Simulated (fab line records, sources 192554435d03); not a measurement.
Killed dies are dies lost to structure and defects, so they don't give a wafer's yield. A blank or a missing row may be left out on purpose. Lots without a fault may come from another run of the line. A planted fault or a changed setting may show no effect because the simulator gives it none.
Chamber matching | flow n5_finfet | N5_MOL_CONTACT_COAG_ALD_133 on ald_sin-01: 4 sister chambers
The step deposits SiO2, target thk 5 nm, pulse time 1 s, co reactant pulse time 1 s. 8 wafers are shown with their chamber, then 9 later ones without.

WAFERS WITH THEIR CHAMBER
wafer  | chamber | heater_power_w (W) | precursor_pulse_height_rel
L081.4 | 1       | 79                 | 0.995
L086.4 | 3       | 73                 | 1.046
L086.6 | 1       | 83                 | 1.003
L087.2 | 3       | 73                 | 1.007
L087.5 | 0       | 71                 | 1.011
L093.1 | 2       | 66                 | 1.008
L093.2 | 0       | 69                 | 1.028
L093.5 | 2       | 66                 | 0.997

WAFERS WITHOUT THEIR CHAMBER
wafer  | heater_power_w (W) | precursor_pulse_height_rel
L094.1 | 75                 | 1.042
L094.2 | 67                 | 1.016
L094.4 | 73                 | 0.978
L095.1 | 79                 | 0.988
L095.3 | 68                 | 1.010
L095.4 | 72                 | 0.981
L096.2 | 72                 | 0.982
L096.3 | 79                 | 0.986
L096.6 | 66                 | 1.026

WHICH CHAMBER EACH WENT THROUGH
wafer  | from the rows above          | in truth
L094.1 | can't be placed: 3 or 0      | 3
L094.2 | can't be placed: 2 or 0      | 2
L094.4 | can't be placed: 3 or 0 or 2 | 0
L095.1 | 1                            | 1
L095.3 | can't be placed: 2 or 0 or 3 | 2
L095.4 | can't be placed: 0 or 3 or 2 | 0
L096.2 | can't be placed: 0 or 3 or 2 | 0
L096.3 | 1                            | 1
L096.6 | can't be placed: 2 or 0      | 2
Placed correctly: 2 of 9. Can't be placed from these rows: 7 (the true chamber is among the candidates in 7). Placed wrongly: 0.
How it was worked out, from the rows above alone: a wafer's distance from a chamber is the root of the sum, over the readings, of the square of ((its reading less the chamber's mean) divided by the reading's scatter). The wafer belongs to the nearest chamber; if the next one is less than 2 further off, it can't be placed. A chamber's mean is the mean of its shown wafers. The scatter: the root of (the sum of the squares of (reading less its chamber's mean) over the shown wafers, divided by (wafers less chambers)).
